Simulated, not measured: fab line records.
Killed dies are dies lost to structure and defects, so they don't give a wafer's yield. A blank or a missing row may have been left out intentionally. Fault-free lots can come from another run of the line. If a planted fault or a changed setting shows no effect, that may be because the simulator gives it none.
Which tool was responsible? + flow n5 finfet + 9 lots with 25 wafers sampled at 6 steps, on a route of 1938 steps

WHAT THE GAUGES READ, wafer by wafer
N5_SD_EPI_P_INSPECT_26: inspects for defects (darkfield). Usual: 178 for raw defect count, sd 41.
| lot  | measured    | on                | raw defect count | flag |
|------|-------------|-------------------|------------------|------|
| L798 | day 3 09:22 | defect inspect-01 | 196 186 162      |      |
| L801 | day 4 04:52 | defect inspect-01 | 140 152 173      |      |
| L802 | day 4 08:34 | defect inspect-02 | 158 151 154      |      |
| L805 | day 5 05:47 | defect inspect-02 | 183 237 223      |      |
| L813 | day 7 02:14 | defect inspect-02 | 771 673 762      | OFF  |
| L814 | day 7 15:09 | defect inspect-02 | 751 701 692      | OFF  |
| L817 | day 8 22:25 | defect inspect-01 | 243 178          |      |
| L815 | day 9 00:18 | defect inspect-01 | 169 172          |      |
| L818 | day 9 04:38 | defect inspect-01 | 217 126 172      |      |

N5_BEOL_M4_RC_MEAS_101. Usual: DIBL_N 37.2 mV/V, standard deviation 2.1; DIBL_P 37.3 mV/V, standard deviation 2.3; IOFF_N 0.18 nA/um, standard deviation 0.041; IOFF_P 0.24 nA/um, standard deviation 0.042; ION_N 680 uA/um, standard deviation 13; ION_P 466 uA/um, standard deviation 7.7; SS_N 71.8 mV/dec, standard deviation 0.68; SS_P 73.5 mV/dec, standard deviation 0.66; VT_N 249 mV, standard deviation 3.6; VT_P -248 mV, standard deviation 3.4.
| lot  | measured     | on        | DIBL_N (mV/V)  | DIBL_P (mV/V)  | IOFF_N (nA/um) | IOFF_P (nA/um) | ION_N (uA/um) | ION_P (uA/um) | SS_N (mV/dec)  | SS_P (mV/dec)  | VT_N (mV)   | VT_P (mV)      | flag |
|------|--------------|-----------|----------------|----------------|----------------|----------------|---------------|---------------|----------------|----------------|-------------|----------------|------|
| L798 | day 8 08:06  | prober-02 | 36.9 36.9 37.2 | 36.3 36.9 37.8 | 0.16 0.16 0.18 | 0.22 0.22 0.23 | 673 670 678   | 467 467 466   | 71.0 71.6 71.7 | 72.9 73.0 73.3 | 248 247 249 | -250 -248 -248 |      |
| L801 | day 9 01:14  | prober-01 | 39.2 38.1 39.9 | 39.5 37.7 41.7 | 0.23 0.19 0.27 | 0.27 0.23 0.32 | 705 689 712   | 473 468 482   | 71.8 72.9 72.1 | 74.0 73.8 74.1 | 243 248 242 | -247 -252 -243 |      |
| L802 | day 9 10:15  | prober-02 | 37.4 38.0 35.2 | 34.9 36.7 31.8 | 0.14 0.16 0.11 | 0.19 0.21 0.15 | 667 666 652   | 458 458 450   | 71.9 71.9 70.9 | 73.1 73.1 71.9 | 251 249 257 | -251 -251 -256 |      |
| L805 | day 9 18:40  | prober-01 | 35.8 37.4 35.7 | 37.3 38.3 36.9 | 0.16 0.17 0.15 | 0.21 0.22 0.19 | 681 670 680   | 466 460 468   | 70.9 71.6 71.0 | 72.9 73.8 73.2 | 252 250 251 | -251 -252 -253 |      |
| L813 | day 11 21:05 | prober-02 | 38.8 36.3 38.8 | 39.7 36.9 39.1 | 0.18 0.14 0.19 | 0.22 0.18 0.21 | 674 662 680   | 452 447 457   | 71.9 71.5 72.1 | 74.1 73.4 73.1 | 250 252 248 | -254 -256 -252 |      |
| L814 | day 12 07:14 | prober-02 | 34.8 36.9 35.8 | 34.9 38.3 37.3 | 0.13 0.16 0.15 | 0.19 0.25 0.23 | 678 687 685   | 467 475 470   | 71.0 71.2 71.2 | 72.9 73.7 72.9 | 255 251 252 | -248 -245 -249 |      |
| L817 | day 13 20:22 | prober-01 | 37.3 39.4      | 36.5 38.5      | 0.15 0.18      | 0.20 0.23      | 673 673       | 461 456       | 71.4 72.3      | 73.8 74.2      | 254 254     | -255 -252      |      |
| L815 | day 13 17:26 | prober-01 | 39.4 39.5      | 40.3 40.7      | 0.22 0.21      | 0.30 0.31      | 684 675       | 479 470       | 73.5 72.4      | 74.3 74.2      | 247 250     | -246 -244      |      |
| L818 | day 14 01:07 | prober-02 | 38.3 37.0 36.4 | 36.8 34.8 35.6 | 0.17 0.15 0.15 | 0.22 0.20 0.21 | 676 687 677   | 462 465 474   | 71.4 71.8 71.5 | 73.8 72.7 73.0 | 248 250 250 | -248 -249 -249 |      |

TOOL THAT RAN EACH LOT (tool first, then ch and the chambers of the sampled wafers, then the start)
| lot  | N5_SD_EPI_P_ETCHBACK_46           | N5_SD_EPI_P_ETCH_47               | N5_SD_EPI_P_ETCH_16               | N5_ILD0_LINER_00                 |
|------|-----------------------------------|-----------------------------------|-----------------------------------|----------------------------------|
| L798 | rie diel-01 ch 0,1,3, day 3 06:04 | rie diel-01 ch 0,1,3, day 3 06:10 | rie diel-01 ch 0,1,3, day 3 06:16 | ald sin-02 ch 0,1,3, day 3 10:35 |
| L801 | rie diel-01 ch 1,2, day 4 01:34   | rie diel-01 ch 1,2, day 4 01:40   | rie diel-01 ch 1,2, day 4 01:46   | ald sin-01 ch 2,3, day 4 05:55   |
| L802 | rie diel-02 ch 0,1,3, day 4 05:15 | rie diel-02 ch 0,1,3, day 4 05:21 | rie diel-02 ch 0,1,3, day 4 05:27 | ald sin-04 ch 0,1,2, day 4 09:20 |
| L805 | rie diel-02 ch 0,3, day 5 01:38   | rie diel-02 ch 0,3, day 5 01:44   | rie diel-02 ch 0,3, day 5 01:50   | ald sin-02 ch 0,1,3, day 5 06:38 |
| L813 | rie diel-01 ch 0,1,2, day 6 22:54 | rie diel-01 ch 0,1,2, day 6 23:00 | rie diel-01 ch 0,1,2, day 6 23:06 | ald sin-02 ch 0,2,3, day 7 03:01 |
| L814 | rie diel-01 ch 0,1,3, day 7 08:23 | rie diel-01 ch 0,1,3, day 7 08:29 | rie diel-01 ch 0,1,3, day 7 08:35 | ald sin-01 ch 0,3, day 7 15:56   |
| L817 | rie diel-03 ch 0,3, day 8 19:03   | rie diel-03 ch 0,3, day 8 19:09   | rie diel-03 ch 0,3, day 8 19:15   | ald sin-04 ch 2,3, day 8 23:12   |
| L815 | rie diel-02 ch 0,2, day 8 20:07   | rie diel-02 ch 0,2, day 8 20:13   | rie diel-02 ch 0,2, day 8 20:19   | ald sin-04 ch 2,3, day 9 01:05   |
| L818 | rie diel-02 ch 1,2,3, day 9 01:20 | rie diel-02 ch 1,2,3, day 9 01:26 | rie diel-02 ch 1,2,3, day 9 01:32 | ald sin-02 ch 2,3, day 9 05:32   |
- N5_SD_EPI_P_ETCHBACK_46: etches SiNx in CH3F/O2, stops on SiO2, target depth 17.5 nm.
- N5_SD_EPI_P_ETCH_47: etches SiOCN in CH3F/O2, target depth 25 nm.
- N5_SD_EPI_P_ETCH_16: etches SiO2 in CHF3/O2, target depth 5 nm.
- N5_ILD0_LINER_00: material SiNx, target thk 4 nm, pulse time 1 s, purge time 2 s.

AS READ BY THE TOOLS THEMSELVES (means over the sampled wafers that have a number; for cases with no such wafer, the mark the record gives instead)
N5_SD_EPI_P_ETCHBACK_46. Usual: drypump motor current A 5.8 A, standard deviation 0.49; oes product au 0.69 a.u., standard deviation 0.08; rf vpp V 295 V, standard deviation 4.7; showerhead plenum p Torr 2.01 Torr, standard deviation 0.06; throttle valve pct 16.3 %, standard deviation 0.33.
| lot  | tool        | drypump motor current A (A) | oes product au (a.u.) | rf vpp V (V) | showerhead plenum p Torr (Torr) | throttle valve pct (%) | flag |
|------|-------------|-----------------------------|-----------------------|--------------|---------------------------------|------------------------|------|
| L798 | rie diel-01 | 5.8                         | 0.73                  | 295          | 2.04                            | 16.0                   |      |
| L801 | rie diel-01 | 5.7                         | 0.81                  | 296          | 2.07                            | 16.0                   |      |
| L802 | rie diel-02 | 5.7                         | 0.61                  | 294          | 1.94                            | 16.6                   |      |
| L805 | rie diel-02 | 5.8                         | 0.60                  | 295          | 1.95                            | 16.5                   |      |
| L813 | rie diel-01 | 6.0                         | 0.74                  | 294          | 2.06                            | 15.9                   |      |
| L814 | rie diel-01 | 5.8                         | 0.70                  | 297          | 2.03                            | 16.0                   |      |
| L817 | rie diel-03 | 5.8                         | 0.72                  | 294          | 2.03                            | 16.1                   |      |
| L815 | rie diel-02 | 6.0                         | 0.80                  | 293          | 1.96                            | 16.2                   |      |
| L818 | rie diel-02 | 5.9                         | 0.67                  | 295          | 1.93                            | 16.6                   |      |

N5_SD_EPI_P_ETCH_47. Usual: drypump motor current A 5.8 A, standard deviation 0.49; oes product au 0.81 a.u., standard deviation 0.1; rf vpp V 126.4 V, standard deviation 2; showerhead plenum p Torr 2.01 Torr, standard deviation 0.06; throttle valve pct 16.2 %, standard deviation 0.33.
| lot  | tool        | drypump motor current A (A) | oes product au (a.u.) | rf vpp V (V) | showerhead plenum p Torr (Torr) | throttle valve pct (%) | flag |
|------|-------------|-----------------------------|-----------------------|--------------|---------------------------------|------------------------|------|
| L798 | rie diel-01 | 5.8                         | 0.87                  | 127.2        | 2.04                            | 16.0                   |      |
| L801 | rie diel-01 | 5.7                         | 0.96                  | 126.9        | 2.07                            | 16.0                   |      |
| L802 | rie diel-02 | 5.7                         | 0.71                  | 125.7        | 1.94                            | 16.6                   |      |
| L805 | rie diel-02 | 5.8                         | 0.69                  | 126.3        | 1.95                            | 16.5                   |      |
| L813 | rie diel-01 | 6.0                         | 0.89                  | 127.0        | 2.06                            | 15.9                   |      |
| L814 | rie diel-01 | 5.8                         | 0.82                  | 127.5        | 2.03                            | 16.0                   |      |
| L817 | rie diel-03 | 5.8                         | 0.84                  | 127.0        | 2.03                            | 16.1                   |      |
| L815 | rie diel-02 | 6.0                         | 0.95                  | 125.6        | 1.96                            | 16.1                   |      |
| L818 | rie diel-02 | 5.9                         | 0.78                  | 126.8        | 1.93                            | 16.5                   |      |

N5_SD_EPI_P_ETCH_16. Usual: CHF3_flow_sccm 50.00 sccm, standard deviation 0.14; drypump motor current A 5.8 A, standard deviation 0.49; oes product au 0.81 a.u., standard deviation 0.1; rf vpp V 519 V, standard deviation 8; showerhead plenum p Torr 2.42 Torr, standard deviation 0.07; throttle valve pct 18.8 %, standard deviation 0.33.
| lot  | tool        | CHF3_flow_sccm (sccm) | drypump motor current A (A) | oes product au (a.u.) | rf vpp V (V) | showerhead plenum p Torr (Torr) | throttle valve pct (%) | flag |
|------|-------------|-----------------------|-----------------------------|-----------------------|--------------|---------------------------------|------------------------|------|
| L798 | rie diel-01 | 50.03                 | 5.9                         | 0.87                  | 521          | 2.46                            | 18.5                   |      |
| L801 | rie diel-01 | 50.08                 | 5.7                         | 0.96                  | 520          | 2.49                            | 18.6                   |      |
| L802 | rie diel-02 | 49.88                 | 5.7                         | 0.70                  | 517          | 2.34                            | 19.1                   |      |
| L805 | rie diel-02 | 50.07                 | 5.8                         | 0.69                  | 520          | 2.36                            | 19.1                   |      |
| L813 | rie diel-01 | 49.98                 | 6.0                         | 0.88                  | 517          | 2.47                            | 18.5                   |      |
| L814 | rie diel-01 | 49.96                 | 5.9                         | 0.82                  | 521          | 2.45                            | 18.6                   |      |
| L817 | rie diel-03 | 49.95                 | 5.8                         | 0.85                  | 518          | 2.45                            | 18.6                   |      |
| L815 | rie diel-02 | 49.98                 | 6.0                         | 0.96                  | 516          | 2.37                            | 18.9                   |      |
| L818 | rie diel-02 | 49.97                 | 5.9                         | 0.78                  | 519          | 2.32                            | 19.1                   |      |

N5_ILD0_LINER_00. Usual: heater power w 871 W, standard deviation 110; precursor pulse height rel 1.000, standard deviation 0.023.
| lot  | tool       | heater power w (W) | precursor pulse height rel | flag |
|------|------------|--------------------|----------------------------|------|
| L798 | ald sin-02 | 896                | 0.993                      |      |
| L801 | ald sin-01 | 835                | 1.020                      |      |
| L802 | ald sin-04 | 872                | 0.988                      |      |
| L805 | ald sin-02 | 887                | 1.000                      |      |
| L813 | ald sin-02 | 866                | 1.008                      |      |
| L814 | ald sin-01 | 834                | 0.988                      |      |
| L817 | ald sin-04 | 924                | 1.010                      |      |
| L815 | ald sin-04 | 928                | 0.984                      |      |
| L818 | ald sin-02 | 940                | 1.009                      |      |

THE ANSWER, worked out from the rows above alone
Rule: lot off if the mean of its wafers having a number is beyond 3 standard deviations from the usual mean. A lot without any number at a reading at which 4 lots or more have one is off too. All remaining lots with rows at the step are treated as sound. First the gauges in route order, then the tools' own readings, where a lot's mean is used as printed above. The first step at which some lot is off is used, and at that step the reading that is off furthest; a lot without a number counts as furthest.
Off at N5_SD_EPI_P_INSPECT_26 (raw defect count): L813, L814.
A tool fits if, at a process step before that reading, it ran every lot that is off, and no sound lot after the first of them. Gauges at N5_SD_EPI_P_INSPECT_26: tried the same way as those tools. 2 tools fit, rie diel-01 at N5_SD_EPI_P_ETCHBACK_46 and N5_SD_EPI_P_ETCH_47 and N5_SD_EPI_P_ETCH_16 and defect inspect-02 at N5_SD_EPI_P_INSPECT_26, so this cannot tell which one it is.

WHAT THE SIMULATOR HAD INSERTED
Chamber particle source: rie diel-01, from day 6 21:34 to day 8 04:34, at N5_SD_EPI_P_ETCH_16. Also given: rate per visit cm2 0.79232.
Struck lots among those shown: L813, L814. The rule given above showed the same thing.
